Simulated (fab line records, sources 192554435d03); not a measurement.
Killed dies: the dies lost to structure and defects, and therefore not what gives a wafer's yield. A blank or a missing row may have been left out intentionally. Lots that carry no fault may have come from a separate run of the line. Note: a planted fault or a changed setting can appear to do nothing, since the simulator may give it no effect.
The tool behind it: which one? -- flow n5_finfet -- 25 wafers from 10 lots sampled at 5 of the route's 1938 steps

## WHAT THE GAUGES READ, wafer by wafer
N5_BEOL_M4_RC_MEAS_101.
lot,measured,on,DIBL_N (mV/V)
L291,day 8 15:29,prober-01,40.4 39.9 40.9
L295,day 9 14:20,prober-01,34.9 33.2
L296,day 9 22:33,prober-02,39.4 40.5
L299,day 10 12:43,prober-02,36.1 36.9 37.1
L302,day 11 05:46,prober-02,37.5 36.7 34.2
L303,day 11 21:28,prober-02,37.7 37.3 36.7
L306,day 12 09:54,prober-01,33.5 36.1
L307,day 12 23:11,prober-01,36.6 34.8
L310,day 13 21:49,prober-01,40.5 39.5 38.0
L311,day 13 22:28,prober-02,39.1 38.9

## TOOL THAT RAN EACH LOT (tool first, then ch and the chambers of the sampled wafers, then the start)
lot,N5_FIN_CUT_ETCH_20,N5_FIN_CUT_ETCH_21,N5_FIN_CUT_STRIP_24,N5_FIN_CUT_CUT_ETCH_26
L291,"rie_diel-06 ch 0,1,2, day 2 21:42","rie_diel-06 ch 0,1,2, day 2 21:44","rie_diel-06 ch 0,1,2, day 2 22:04","rie_diel-06 ch 0,1,2, day 2 22:05"
L295,"rie_diel-04 ch 0,3, day 3 21:56","rie_diel-04 ch 0,3, day 3 22:06","rie_diel-04 ch 0,3, day 3 22:17","rie_diel-04 ch 0,3, day 3 22:19"
L296,"rie_diel-06 ch 1,2, day 4 02:32","rie_diel-06 ch 1,2, day 4 02:34","rie_diel-06 ch 1,2, day 4 02:54","rie_diel-06 ch 1,2, day 4 02:55"
L299,"rie_diel-05 ch 0,2,3, day 4 20:43","rie_diel-05 ch 0,2,3, day 4 20:44","rie_diel-05 ch 0,2,3, day 4 21:04","rie_diel-05 ch 0,2,3, day 4 21:05"
L302,"rie_diel-06 ch 0,2, day 5 13:58","rie_diel-06 ch 0,2, day 5 14:00","rie_diel-06 ch 0,2, day 5 14:20","rie_diel-06 ch 0,2, day 5 14:21"
L303,"rie_diel-05 ch 0,1,2, day 5 22:10","rie_diel-05 ch 0,1,2, day 5 22:12","rie_diel-05 ch 0,1,2, day 5 22:32","rie_diel-05 ch 0,1,2, day 5 22:33"
L306,"rie_diel-06 ch 1,2, day 6 15:38","rie_diel-06 ch 1,2, day 6 15:40","rie_diel-06 ch 1,2, day 6 15:59","rie_diel-06 ch 1,2, day 6 16:01"
L307,"rie_diel-06 ch 1,3, day 6 21:13","rie_diel-06 ch 1,3, day 6 21:15","rie_diel-06 ch 1,3, day 6 21:34","rie_diel-06 ch 1,3, day 6 21:35"
L310,"rie_diel-04 ch 0,1,2, day 7 15:22","rie_diel-04 ch 0,1,2, day 7 15:25","rie_diel-04 ch 0,1,2, day 7 15:44","rie_diel-04 ch 0,1,2, day 7 15:45"
L311,"rie_diel-06 ch 2,3, day 7 21:14","rie_diel-06 ch 2,3, day 7 21:16","rie_diel-06 ch 2,3, day 7 21:35","rie_diel-06 ch 2,3, day 7 21:37"
- N5_FIN_CUT_ETCH_20: etches SiARC in CF4, target depth 26 nm, time 43.3 s.
- N5_FIN_CUT_ETCH_21: etches SOC in N2/H2, target depth 219 nm, overetch 43.8 nm, time 523.5 s.
- N5_FIN_CUT_STRIP_24: strips in CF4.
- N5_FIN_CUT_CUT_ETCH_26: etches SiNx in CH3F/O2, target depth 39 nm, time 55.7 s.

## THE ANSWER, worked out from the rows above alone
Rule: what is usual is taken from the lots themselves. The widest of any qualifying gaps counts: lots, ordered by their means at a reading, are off when they make up no more than a third of the lots, leave a main group of 4 or more, and stand apart from it by 3 or more times the standard deviation of that group's means. A main group whose means are all the same, to the digits that the tables above print for the reading, isn't used. A lot without any number at a reading at which 4 lots or more have one is off too. Any other lot the step has rows for is counted as sound.
No lot is off on any of the readings shown, so nothing can be concluded from this.

## WHAT THE SIMULATOR PUT IN
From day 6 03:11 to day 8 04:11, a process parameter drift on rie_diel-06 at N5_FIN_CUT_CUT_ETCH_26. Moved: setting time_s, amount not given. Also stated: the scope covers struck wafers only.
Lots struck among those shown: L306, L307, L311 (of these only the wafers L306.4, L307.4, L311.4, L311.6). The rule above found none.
